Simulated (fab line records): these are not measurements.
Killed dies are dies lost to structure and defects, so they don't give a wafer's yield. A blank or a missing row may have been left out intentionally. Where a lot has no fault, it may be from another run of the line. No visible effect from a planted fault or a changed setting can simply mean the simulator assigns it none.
What tool caused it? -- flow n5 finfet -- 13 lots with 34 wafers sampled at 5 steps, on a route of 1938 steps

## WHAT EACH GAUGE READ, for each wafer
N5_MIM_TOP_LITHO_OVL_MEAS_11. Usual: for MIM_TOP_OVL the level is -4 nm and the standard deviation is 4.5.
lot,measured,on,MIM_TOP_OVL (nm),flag
L328,day 12 15:00,overlay-01,-4 -4,
L329,day 12 19:06,overlay-02,-4 -8,
L330,day 13 01:41,overlay-02,2 0 -2,
L333,day 13 01:51,overlay-02,2 0,
L332,day 13 06:28,overlay-02,-1 -5,
L334,day 13 21:48,overlay-01,3 -11 1,
L335,day 14 02:49,overlay-02,-2 -4,
L336,day 14 11:34,overlay-02,-6 -5 -5,
L348,day 17 04:13,overlay-01,-7 -3 -11,
L347,day 17 11:24,overlay-02,0 -13 -5,
L350,day 17 11:34,overlay-02,-11 -9 0,
L349,day 18 01:37,overlay-01,6 -7 1,
L351,day 18 11:26,overlay-02,-4 -8 1,

N5_MIM_BOT_LITHO_CD_MEAS_08: target cd 3000 nm. Usual: 2998.5 nm for cd nm, sd 2.3.
lot,measured,on,cd nm (nm),flag
L328,day 12 15:55,cd sem-03,2999.9 2998.2,
L329,day 12 19:58,cd sem-03,2995.7 2998.4,
L330,day 13 02:24,cd sem-02,2999.1 2997.7 2994.7,
L333,day 13 02:33,cd sem-01,3001.0 2995.6,
L332,day 13 07:10,cd sem-03,2997.6 3001.9,
L334,day 13 22:41,cd sem-02,2999.5 2998.9 2997.1,
L335,day 14 03:31,cd sem-01,2998.7 3001.2,
L336,day 14 12:31,cd sem-03,2999.2 2997.2 2997.7,
L348,day 17 05:02,cd sem-02,3000.3 2997.8 2995.8,
L347,day 17 12:14,cd sem-02,3001.4 2997.7 2996.1,
L350,day 17 12:26,cd sem-03,2999.6 2998.6 2997.4,
L349,day 18 02:22,cd sem-03,3002.7 3000.4 2996.3,
L351,day 18 12:29,cd sem-01,2996.8 3001.5 3001.2,

N5_PASSIVATION_CD_MEAS_30: target cd 4000 nm. Usual: 4000.8 nm for cd nm, sd 2.4.
lot,measured,on,cd nm (nm),flag
L328,day 12 19:00,cd sem-03,3997.0 4000.1,
L329,day 13 01:13,cd sem-02,4001.0 3998.1,
L330,day 13 05:58,cd sem-01,4003.2 4000.6 3999.6,
L333,day 13 05:40,cd sem-01,3996.1 4000.9,
L332,day 13 11:47,cd sem-03,4000.0 4001.2,
L334,day 14 03:57,cd sem-02,3999.7 3994.8 4000.5,
L335,day 14 07:48,cd sem-03,3996.5 4040.6,OFF
L336,day 14 18:17,cd sem-02,4035.2 4001.5 4036.9,OFF
L348,day 17 10:40,cd sem-03,3996.6 4002.1 4001.5,
L347,day 17 18:15,cd sem-01,4001.3 4000.8 3999.7,
L350,day 17 16:39,cd sem-03,3998.8 4004.4 4002.1,
L349,day 18 05:53,cd sem-02,3999.8 4005.3 3999.8,
L351,day 18 18:26,cd sem-01,4002.5 3998.9 4002.1,

## EACH LOT AND THE TOOL THAT RAN IT (in order: tool; ch and the chambers of the sampled wafers; start)
lot,N5_MIM_BOT_LITHO_DESCUM_10,N5_PASSIVATION_EXPOSE_27
L328,"rie diel-04 ch 1,3, day 12 16:00","krf scanner-01 ch 0, day 12 18:50"
L329,"rie diel-04 ch 1,3, day 12 20:03","krf scanner-02 ch 0, day 13 01:02"
L330,"rie diel-06 ch 1,2,3, day 13 02:29","krf scanner-01 ch 0, day 13 05:47"
L333,"rie diel-04 ch 0,3, day 13 02:38","krf scanner-02 ch 0, day 13 05:29"
L332,"rie diel-04 ch 1, day 13 07:15","krf scanner-01 ch 0, day 13 11:36"
L334,"rie diel-04 ch 0,2,3, day 13 23:16","krf scanner-02 ch 0, day 14 03:47"
L335,"rie diel-04 ch 0,1, day 14 03:38","krf scanner-02 ch 0, day 14 07:38"
L336,"rie diel-06 ch 1,2,3, day 14 12:40","krf scanner-02 ch 0, day 14 18:07"
L348,"rie diel-05 ch 1,3, day 17 05:30","krf scanner-01 ch 0, day 17 10:29"
L347,"rie diel-06 ch 0,1,2, day 17 12:20","krf scanner-01 ch 0, day 17 18:05"
L350,"rie diel-06 ch 0,2, day 17 12:31","krf scanner-01 ch 0, day 17 16:28"
L349,"rie diel-06 ch 1,2,3, day 18 02:26","krf scanner-02 ch 0, day 18 05:43"
L351,"rie diel-05 ch 1,2,3, day 18 12:39","krf scanner-02 ch 0, day 18 18:16"
- N5_MIM_BOT_LITHO_DESCUM_10: chemistry O2, time 7.9 s.
- N5_PASSIVATION_EXPOSE_27: exposes mask PAD, defocus 0 nm.

## WHAT THE TOOLS THEMSELVES READ (means of the sampled wafers that have a number; where no wafer has one, the mark that the record gives instead)
N5_MIM_BOT_LITHO_DESCUM_10. Usual: drypump motor current A 5.9 A, standard deviation 0.52; oes product au 0.81 a.u., standard deviation 0.078; rf vpp V 243.5 V, standard deviation 1.3; showerhead plenum p Torr 2.12 Torr, standard deviation 0.061; throttle valve pct 20.4 %, standard deviation 0.35.
lot,tool,drypump motor current A (A),oes product au (a.u.),rf vpp V (V),showerhead plenum p Torr (Torr),throttle valve pct (%),flag
L328,rie diel-04,6.0,0.88,243.8,2.12,20.1,
L329,rie diel-04,6.0,0.88,242.3,2.12,20.1,
L330,rie diel-06,5.8,0.81,243.2,2.12,20.2,
L333,rie diel-04,5.7,0.80,243.1,2.09,20.6,
L332,rie diel-04,5.8,0.95,244.6,2.12,19.9,
L334,rie diel-04,5.8,0.79,243.8,2.13,20.6,
L335,rie diel-04,5.4,0.86,241.9,2.09,20.4,
L336,rie diel-06,5.8,0.79,243.5,2.12,20.2,
L348,rie diel-05,5.8,0.83,243.5,2.15,20.3,
L347,rie diel-06,6.3,0.83,244.3,2.11,20.3,
L350,rie diel-06,6.2,0.89,243.1,2.11,20.3,
L349,rie diel-06,5.8,0.85,243.6,2.10,20.1,
L351,rie diel-05,5.7,0.77,243.2,2.10,20.4,

## THE ANSWER, worked out from the rows above alone
Rule: a lot counts as off when the mean over its wafers that have a number is more than 3 standard deviations away from the usual mean. A lot without any number at a reading at which 4 lots or more have one is off too. All remaining lots with rows at the step are treated as sound. After the gauges, taken in route order, come the tools' own readings; for these a lot's mean is taken, as printed above. At the first step where some lot is off, the reading lying furthest off is the one used; lots without a number count as furthest.
Off: L335, L336, at N5_PASSIVATION_CD_MEAS_30 (cd nm).
A tool fits if, at a process step before that reading, it ran every lot that is off, and no sound lot after the first of them. Those tools and the gauges at N5_PASSIVATION_CD_MEAS_30 are tried in the same way. No candidate that was tried fits.

## WHAT THE SIMULATOR PUT IN
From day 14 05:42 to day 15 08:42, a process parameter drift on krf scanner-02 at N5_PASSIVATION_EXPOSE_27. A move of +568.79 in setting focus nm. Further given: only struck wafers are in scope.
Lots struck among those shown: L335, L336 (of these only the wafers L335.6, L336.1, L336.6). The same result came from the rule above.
